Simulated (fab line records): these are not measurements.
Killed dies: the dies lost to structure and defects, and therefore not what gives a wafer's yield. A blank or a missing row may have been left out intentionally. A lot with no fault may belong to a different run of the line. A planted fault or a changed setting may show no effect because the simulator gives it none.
fab line records	flow n5_finfet
[record] lots = 9	wafers = 27	last_day = 18
route steps=1938 shown WELL_APT@56 PMOS_HMC_CHANNEL_EPI@81 FIN_SAQP@94 BEOL_M4@1111 PASSIVATION@1936
lots that met no fault: taken from a fault-free run of the same line
start_h: hours from the record's opening day to when the first of the lot's shown wafers began	wait_h: time in hours since the lot's previous step	" same as the row above	L1.1+2: several wafers, shown together as one row	- no value present, or no start provided	* or withheld: withheld	< > ~ a bound
route shown NAME@n: NAME is a module with steps in the file, n the number in the route of the first one	usual: the fault-free wafers' mean and standard deviation	same: alike in all rows	chamber/n: place in a boat	sites: each site's reading	_std_site: standard deviation of those values	_edge_site: outer sites' mean less inner sites'	radius_mm: for every site, how far away it sits from the centre of the wafer	mask NAME#n: copy n	behind: the most recent tool/chamber to have shaped the wafer	hold: the reason the lot was held/the length of the hold in hours/how it ended	device: the n, p or np transistor that did not switch	end of line: at the end of the route, the tests of the same wafers	where a step has no rows: the recipe by itself	killed: not the wafer's yield, but the dies lost to structure and defects at the first sort	map: shows each die of a wafer: x if killed, . if not, _ if none is there
set.NAME: the setting the step ran with; set.NAME@STEP: the setting that earlier step ran with	model.NAME: the simulator's own value behind a step, which no gauge read
one table for each step of the route and one row for each wafer, over a sample of lots
services: from which hour (start_h, from the record's first day; less than 0 if before it) a tool's chamber was out of use, for how many hours, and why
[[steps]]
[step N5_WELL_APT_INSPECT_38]
[recipe] inspect_instrument = darkfield	mode = post_epi
[usual] raw_defect_count = 14/5
lot.wafer	tool	chamber	start_h	wait_h	raw_defect_count
L622.1	defect_inspect-02	-	16.67	0.5	14
L622.5	"	-	"	"	17
L622.6	"	-	"	"	13
L624.1	defect_inspect-02	-	29.24	0.5	11
L624.3	"	-	"	"	13
L624.6	"	-	"	"	11
L628.1	defect_inspect-02	-	52.49	0.5	12
L628.3	"	-	"	"	18
L628.6	"	-	"	"	10
L631.1	defect_inspect-02	-	71.26	0.5	11
L631.2	"	-	"	"	16
L631.4	"	-	"	"	12
L632.1	defect_inspect-02	-	76.47	0.5	12
L632.2	"	-	"	"	10
L632.6	"	-	"	"	19
L640.3	defect_inspect-02	-	126.47	0.3	13
L640.4	"	-	"	"	11
L640.6	"	-	"	"	23
L642.1	defect_inspect-02	-	137.33	0.7	7
L642.2	"	-	"	"	12
L642.5	"	-	"	"	14
L644.2	defect_inspect-02	-	148.51	0.5	16
L644.3	"	-	"	"	15
L644.4	"	-	"	"	18
L645.2	defect_inspect-01	-	157.54	0.4	15
L645.4	"	-	"	"	12
L645.5	"	-	"	"	11
[step N5_PMOS_HMC_CHANNEL_EPI_CMP_21]
[recipe] material = SiGe30	post_cmp_clean = alkaline_brush	target_thk_nm = 54
[usual] motor_current_A = 12.2/0.99
lot.wafer	tool	chamber	start_h	wait_h	motor_current_A
L622.1	cmp-03	2	19.15	0.0	12.4
L622.6	"	2	"	"	12.1
L622.5	"	3	"	"	11.4
L624.1	cmp-03	0	31.77	0.0	11.3
L624.3	"	3	"	"	11.8
L624.6	"	0	"	"	11.4
L628.1	cmp-04	2	55.10	0.0	13.1
L628.3	"	0	"	"	13.5
L628.6	"	3	"	"	11.9
L631.4	cmp-04	2	73.63	0.0	14.3
L631.2	"	0	"	"	14.0
L631.1	"	1	"	"	12.4
L632.2	cmp-03	3	79.59	0.0	11.3
L632.1	"	1	"	"	11.9
L632.6	"	3	"	"	11.2
L640.4	cmp-03	3	128.96	0.0	11.9
L640.3	"	1	"	"	11.6
L640.6	"	0	"	"	11.4
L642.2	cmp-04	1	139.88	0.0	11.9
L642.1	"	0	"	"	13.5
L642.5	"	1	"	"	12.7
L644.4	cmp-03	1	151.54	0.1	12.0
L644.2	"	3	"	"	11.8
L644.3	"	0	"	"	10.6
L645.2	cmp-04	0	160.50	0.0	13.4
L645.4	"	1	"	"	12.9
L645.5	"	0	"	"	13.0
[step N5_FIN_SAQP_ALD_61]
[recipe] material = SiO2	target_thk_a = 40	temp_c = 300	ald_precursor_family = BDEAS	ald_co_reactant = O2-plasma	pulse_time_s = 1	purge_time_s = 2	co_reactant_purge_time_s = 2	ald_cycles = 43	pressure_torr = 2
[usual] heater_power_w = 469/37	precursor_pulse_height_rel = 0.998/0.02
lot.wafer	tool	chamber	start_h	wait_h	heater_power_w	precursor_pulse_height_rel
L622.1	ald_sin-02	0	20.05	0.0	531	1.002
L622.5	"	1	"	"	467	0.975
L622.6	"	2	"	"	483	0.973
L624.1	ald_sin-01	2	32.67	0.0	419	1.001
L624.3	"	1	"	"	507	0.978
L624.6	"	0	"	"	460	0.992
L628.1	ald_sin-02	2	56.67	0.7	467	0.997
L628.3	"	3	"	"	504	0.976
L628.6	"	1	"	"	469	1.028
L631.1	ald_sin-01	0	74.57	0.0	467	0.988
L631.2	"	3	"	"	438	1.017
L631.4	"	2	"	"	403	1.018
L632.1	ald_sin-02	3	80.56	0.0	494	0.980
L632.2	"	0	"	"	531	0.959
L632.6	"	2	"	"	482	0.971
L640.3	ald_sin-02	2	129.93	0.1	484	1.011
L640.4	"	3	"	"	519	0.994
L640.6	"	2	"	"	484	0.974
L642.1	ald_sin-01	3	140.94	0.1	441	0.983
L642.2	"	1	"	"	520	1.021
L642.5	"	2	"	"	408	0.980
L644.2	ald_sin-03	2	152.44	0.0	401	0.995
L644.3	"	0	"	"	470	1.000
L644.4	"	3	"	"	472	1.015
L645.2	ald_sin-01	1	161.51	0.0	508	0.979
L645.4	"	3	"	"	439	1.004
L645.5	"	0	"	"	486	0.989
[step N5_FIN_SAQP_HM_DEP_03]
[recipe] material = SiNx	target_thk_a = 380	temp_c = 400	precursor = SiH4/NH3/N2	pressure_torr = 1.5	rf_w = 300	time_s = 33.6
[usual] heater_power_w = 761/110	showerhead_plenum_p_Torr = 5.16/0.066	throttle_valve_pct = 40.7/2.7
lot.wafer	tool	chamber	start_h	wait_h	heater_power_w	showerhead_plenum_p_Torr	throttle_valve_pct
L622.1	pecvd-04	2	20.46	0.2	820	5.13	39.4
L622.5	"	1	"	"	720	5.29	47.0
L622.6	"	2	"	"	830	5.13	39.2
L624.1	pecvd-03	0	33.10	0.2	719	5.13	36.6
L624.3	"	2	"	"	580	5.19	41.1
L624.6	"	1	"	"	830	5.16	39.2
L628.1	pecvd-04	1	57.29	0.2	690	5.30	46.6
L628.3	"	2	"	"	912	5.13	39.2
L628.6	"	1	"	"	712	5.28	46.7
L631.1	pecvd-04	1	74.98	0.2	702	5.30	46.5
L631.2	"	0	"	"	698	5.13	40.5
L631.4	"	1	"	"	722	5.29	46.9
L632.1	pecvd-04	2	81.05	0.2	816	5.15	39.8
L632.2	"	0	"	"	661	5.13	40.7
L632.6	"	1	"	"	658	5.28	46.6
L640.3	pecvd-01	1	130.37	0.1	779	5.07	41.3
L640.4	"	1	"	"	779	5.08	41.3
L640.6	"	0	"	"	905	5.24	40.7
L642.1	pecvd-01	1	141.59	0.2	890	5.07	41.2
L642.2	"	0	"	"	926	5.23	40.9
L642.5	"	1	"	"	870	5.07	41.4
L644.2	pecvd-03	1	152.85	0.2	893	5.15	39.2
L644.3	"	0	"	"	710	5.13	37.0
L644.4	"	2	"	"	583	5.20	41.1
L645.2	pecvd-03	2	161.94	0.2	566	5.18	40.8
L645.4	"	0	"	"	736	5.12	37.1
L645.5	"	2	"	"	578	5.18	40.8
[step N5_FIN_SAQP_THK_MEAS_05]
[usual] thk_nm = 37.9/0.53
lot.wafer	tool	chamber	start_h	wait_h	thk_nm
L622.1	film_metro-01	-	20.55	0.1	37.9
L622.5	"	-	"	"	38.7
L622.6	"	-	"	"	38.5
L624.1	film_metro-01	-	33.18	0.1	37.4
L624.3	"	-	"	"	37.8
L624.6	"	-	"	"	37.7
L628.1	film_metro-02	-	57.38	0.1	38.1
L628.3	"	-	"	"	38.2
L628.6	"	-	"	"	38.9
L631.1	film_metro-02	-	75.07	0.1	38.0
L631.2	"	-	"	"	28.8
L631.4	"	-	"	"	38.5
L632.1	film_metro-02	-	81.13	0.1	37.7
L632.2	"	-	"	"	28.3
L632.6	"	-	"	"	38.4
L640.3	film_metro-02	-	130.45	0.1	37.8
L640.4	"	-	"	"	38.3
L640.6	"	-	"	"	38.6
L642.1	film_metro-01	-	141.68	0.1	37.0
L642.2	"	-	"	"	37.2
L642.5	"	-	"	"	38.2
L644.2	film_metro-02	-	152.94	0.1	37.2
L644.3	"	-	"	"	37.2
L644.4	"	-	"	"	38.1
L645.2	film_metro-02	-	162.03	0.1	37.5
L645.4	"	-	"	"	37.7
L645.5	"	-	"	"	38.8
[step N5_FIN_SAQP_OCD_MEAS_76]
[usual] trench_depth_nm = 120.7/2.4
lot.wafer	tool	chamber	start_h	wait_h	trench_depth_nm
L622.1	ocd-02	-	26.72	0.0	121.1
L622.5	"	-	"	"	120.2
L622.6	"	-	"	"	122.0
L624.1	ocd-02	-	38.75	0.0	119.8
L624.3	"	-	"	"	116.5
L624.6	"	-	"	"	120.0
L628.1	ocd-02	-	62.39	0.0	120.0
L628.3	"	-	"	"	123.1
L628.6	"	-	"	"	119.4
L631.1	ocd-01	-	80.68	0.0	117.3
L631.2	"	-	"	"	88.8
L631.4	"	-	"	"	121.9
L632.1	ocd-02	-	86.54	0.0	117.2
L632.2	"	-	"	"	88.6
L632.6	"	-	"	"	121.0
L640.3	ocd-01	-	135.94	0.0	119.6
L640.4	"	-	"	"	120.3
L640.6	"	-	"	"	120.7
L642.1	ocd-01	-	146.94	0.0	124.1
L642.2	"	-	"	"	119.0
L642.5	"	-	"	"	120.9
L644.2	ocd-02	-	157.95	0.0	119.2
L644.3	"	-	"	"	122.5
L644.4	"	-	"	"	119.7
L645.2	ocd-02	-	167.21	0.0	120.3
L645.4	"	-	"	"	118.9
L645.5	"	-	"	"	123.5
[step N5_BEOL_M4_RC_MEAS_101]
[usual] DIBL_N = 37.1/1.8	DIBL_P = 37.2/2.1	IOFF_N = 0.17/0.033	IOFF_P = 0.22/0.037	ION_N = 680/11	ION_P = 464/7.7	SS_N = 71.7/0.63	SS_P = 73.6/0.67	VT_N = 248.9/2.9	VT_P = -251/3.6
lot.wafer	tool	chamber	start_h	wait_h	DIBL_N[mV/V]	DIBL_P[mV/V]	IOFF_N[nA/um]	IOFF_P[nA/um]	ION_N[uA/um]	ION_P[uA/um]	SS_N[mV/dec]	SS_P[mV/dec]	VT_N[mV]	VT_P[mV]
L624.1	prober-01	0	187.64	0.0	37.7	39.0	0.21	0.24	684	467	72.2	74.0	244.9	-249
L624.3	"	0	"	"	32.4	32.8	0.11	0.15	666	458	70.6	72.1	253.1	-256
L624.6	"	0	"	"	36.1	37.3	0.18	0.21	682	465	71.9	73.8	246.9	-250
L628.1	prober-02	0	211.27	0.0	36.6	35.3	0.14	0.16	663	449	72.0	72.9	253.8	-254
L628.3	"	0	"	"	37.9	38.5	0.18	0.22	684	464	72.4	74.1	248.7	-253
L628.6	"	0	"	"	38.8	38.1	0.19	0.21	681	463	71.7	74.2	249.6	-253
L622.1	prober-02	0	213.05	0.0	37.9	37.9	0.17	0.20	671	454	72.0	73.3	250.8	-250
L622.5	"	0	"	"	38.6	38.6	0.19	0.22	677	459	72.0	73.4	247.7	-249
L622.6	"	0	"	"	38.9	40.7	0.21	0.26	713	480	71.7	73.4	244.9	-249
L631.1	prober-01	0	235.29	0.0	35.6	35.8	0.15	0.20	675	466	71.2	73.9	249.1	-251
L631.2	"	0	"	"	38.3	37.0	0.19	0.23	691	470	71.7	73.9	249.9	-249
L631.4	"	0	"	"	34.8	34.9	0.14	0.19	678	464	70.5	72.2	250.8	-254
L632.1	prober-02	0	235.71	0.0	35.7	37.0	0.14	0.18	663	455	72.0	73.9	250.1	-254
L632.2	"	0	"	"	38.2	41.7	0.21	0.25	690	469	71.6	75.1	245.4	-252
L632.6	"	0	"	"	34.0	35.3	0.13	0.17	665	462	70.7	73.4	251.2	-255
L640.3	prober-01	0	286.94	0.6	33.3	35.1	0.13	0.18	675	461	70.6	73.1	252.0	-251
L640.4	"	0	"	"	34.7	36.7	0.14	0.21	682	465	70.8	72.9	249.0	-250
L640.6	"	0	"	"	34.8	38.0	0.15	0.23	678	470	71.7	74.3	249.5	-248
L642.1	prober-02	0	313.82	0.0	35.7	35.8	0.15	0.21	669	465	71.6	73.1	250.2	-251
L642.2	"	0	"	"	35.8	34.0	0.15	0.19	673	461	72.0	72.5	251.8	-252
L642.5	"	0	"	"	37.6	37.0	0.17	0.22	674	468	72.0	73.2	251.1	-249
L644.2	prober-02	0	322.86	0.2	39.5	39.0	0.18	0.24	664	463	71.9	73.9	249.3	-248
L644.3	"	0	"	"	40.7	38.9	0.21	0.24	678	461	73.2	74.5	247.9	-247
L644.4	"	0	"	"	37.4	35.8	0.16	0.20	680	461	71.3	73.8	250.8	-250
L645.2	prober-02	0	325.78	0.2	40.8	40.8	0.27	0.34	703	477	73.1	74.0	242.1	-241
L645.4	"	0	"	"	35.2	34.0	0.13	0.20	677	463	72.0	72.0	251.3	-248
L645.5	"	0	"	"	37.1	36.9	0.18	0.25	679	467	71.7	73.6	248.0	-244
[step N5_PASSIVATION_PROBE_49]
[usual] defect_limited_yield = 91.7/1.5	killed_at_M0_to_M3 = 32/10	killed_at_M4_up = 14/5.3	killed_at_contacts = 13/5.7	killed_at_front_end = 37/10	killed_at_other = 3.3/2.5	killed_dies = 98/18	killed_on_rim = 13/3.6	killed_open = 65/13	killed_short = 31/7.5	sort_bin_5_function = 4.9/0.91	sort_bin_6_memory = 3.1/0.71	sort_bin_8_speed = 0.00/0.017	sort_n_pass = 1082/18	sort_yield_pct = 91.7/1.5
[same] gross_dies = 1180	killed_at_back_side = 0	sort_bin_4_leakage[%] = 0
lot.wafer	tool	chamber	start_h	wait_h	defect_limited_yield[%]	killed_at_M0_to_M3	killed_at_M4_up	killed_at_contacts	killed_at_front_end	killed_at_other	killed_dies	killed_on_rim	killed_open	killed_short	sort_bin_5_function[%]	sort_bin_6_memory[%]	sort_bin_8_speed[%]	sort_n_pass	sort_yield_pct[%]
L632.1	prober-02	-	337.00	0.0	91.7	35	8	16	38	1	98	14	72	25	4.7	3.3	0	1082	91.7
L632.2	prober-02	-	337.05	0.1	45.2	51	23	30	541	2	647	152	96	44	21.4	5.8	0	533	45.2
L632.6	prober-02	-	337.25	0.3	90.5	33	10	28	36	5	112	20	76	31	5.5	3.2	0	1068	90.5
L631.1	prober-01	-	342.09	0.0	91.5	23	8	14	50	5	100	14	52	47	4.8	3.1	0	1080	91.5
L631.2	prober-01	-	342.14	0.1	56.3	38	14	13	449	2	516	152	71	47	13.5	3.6	0	664	56.3
L631.4	prober-01	-	342.24	0.2	92.2	27	10	10	43	2	92	9	65	27	5.2	2.4	0	1088	92.2
// killed by level:class
L632.1 MOL_CONTACT_COAG:geometric_particle:open=11 STI_FIN_REVEAL:geometric_particle:open=9 DUMMY_GATE:geometric_particle:open=9 BEOL_M1:geometric_particle:open=8 BEOL_M2:geometric_particle:open=7 BEOL_M3:geometric_particle:open=6 FIN_SAQP:geometric_particle:open=5 MOL_CONTACT_COAG:geometric_particle:short=5
L632.2 FIN_SAQP:area_dep=324 FIN_SAQP:area_open=181 MOL_CONTACT_COAG:geometric_particle:open=22 BEOL_M3:geometric_particle:open=17 BEOL_M4:geometric_particle:open=11 MOL_CONTACT_COAG:geometric_particle:short=8 BEOL_M1:geometric_particle:open=7 GATE_CUT:geometric_particle:short=7
L632.6 MOL_CONTACT_COAG:geometric_particle:open=24 DUMMY_GATE:geometric_particle:open=7 BEOL_M4:geometric_particle:open=7 BEOL_M0:geometric_particle:open=6 BEOL_M1:geometric_particle:open=6 BEOL_M2:geometric_particle:open=6 BEOL_M0_SAQP:geometric_particle:short=5 BEOL_M3:geometric_particle:open=5
L631.1 FIN_SAQP:geometric_particle:short=12 MOL_CONTACT_COAG:geometric_particle:open=12 FIN_SAQP:geometric_particle:open=7 DUMMY_GATE:geometric_particle:open=7 STARTING-WAFER:geometric_particle:short=7 STI_FIN_REVEAL:geometric_particle:open=6 BEOL_M0_SAQP:geometric_particle:short=6 BEOL_M3:geometric_particle:short=5
L631.2 FIN_SAQP:area_dep=309 FIN_SAQP:area_open=87 FIN_SAQP:geometric_particle:short=22 MOL_CONTACT_COAG:geometric_particle:open=12 BEOL_M0_SAQP:geometric_particle:open=10 BEOL_M0_SAQP:geometric_particle:short=9 FIN_SAQP:geometric_particle:open=7 STI_FIN_REVEAL:geometric_particle:open=6
L631.4 STI_FIN_REVEAL:geometric_particle:open=14 FIN_SAQP:geometric_particle:short=10 MOL_CONTACT_COAG:geometric_particle:open=10 FIN_SAQP:geometric_particle:open=6 BEOL_M0_SAQP:geometric_particle:short=6 BEOL_M0_SAQP:geometric_particle:open=6 BEOL_M1:geometric_particle:open=6 BEOL_M2:geometric_particle:open=3
[[services]]
tool	chamber	start_h	hours	kind
pecvd-04	2	7.01	5.5	scheduled_down
pecvd-01	1	30.80	5.5	scheduled_down
pecvd-03	-	39.57	28.1	pm
cmp-03	-	41.19	0.8	repair
ald_sin-02	0	42.15	21.8	repair
ald_sin-01	0	47.41	8.8	repair
cmp-03	-	47.62	4.0	pm
cmp-03	-	51.62	-	consumable_replace:conditioner
cmp-03	-	51.62	-	consumable_replace:pad
ald_sin-01	-	56.26	2.8	pm
cmp-03	-	65.49	2.8	repair
pecvd-03	-	71.74	2.3	repair
pecvd-01	2	81.03	7.9	repair
cmp-04	-	82.16	0.4	repair
ald_sin-03	-	87.38	14.0	pm
ald_sin-03	0	87.38	14.0	vent_cycle
ald_sin-03	1	87.38	14.0	vent_cycle
ald_sin-03	2	87.38	14.0	vent_cycle
ald_sin-03	3	87.38	14.0	vent_cycle
cmp-04	-	104.34	7.8	pm
pecvd-03	-	105.69	0.8	pm
ald_sin-02	1	106.60	13.3	repair
pecvd-01	0	134.96	5.5	scheduled_down
pecvd-01	-	158.13	4.3	repair
[[key]]
[first_sign] step = N5_FIN_SAQP_THK_MEAS_05	reading = thk_nm	direction = down	sigmas = 18	usual = *	struck = *
[effect] step = N5_FIN_SAQP_OCD_MEAS_76	reading = trench_depth_nm	direction = down	sigmas = 13	usual = 120.7	struck = 88.7
[effect] step = N5_PASSIVATION_PROBE_49	reading = killed_at_front_end	direction = up	sigmas = 44	usual = 37	struck = 495
[more_kills_born_at] N5_FIN_SAQP_HM_DEP_03@pecvd-04 = 633	N5_FIN_SAQP_HM_OPEN_33@rie_diel-01 = 181
met_at N5_FIN_SAQP_HM_DEP_03
struck_lots L631,L632
struck_wafers L631.2,L632.2
not_acting_at N5_WELL_APT_INSPECT_38,N5_PMOS_HMC_CHANNEL_EPI_CMP_21,N5_FIN_SAQP_ALD_61
[fault] kind = site_profile_drift	tool = pecvd-04	chamber = 0	onset_h = 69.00	steps = N5_FIN_SAQP_HM_DEP_03	basis = fraction	max_abs_drift = 0.53335	slope_share_per_hr = 118.52	site_pattern = 0,0,0,0,0,-1,-1,-1,-1
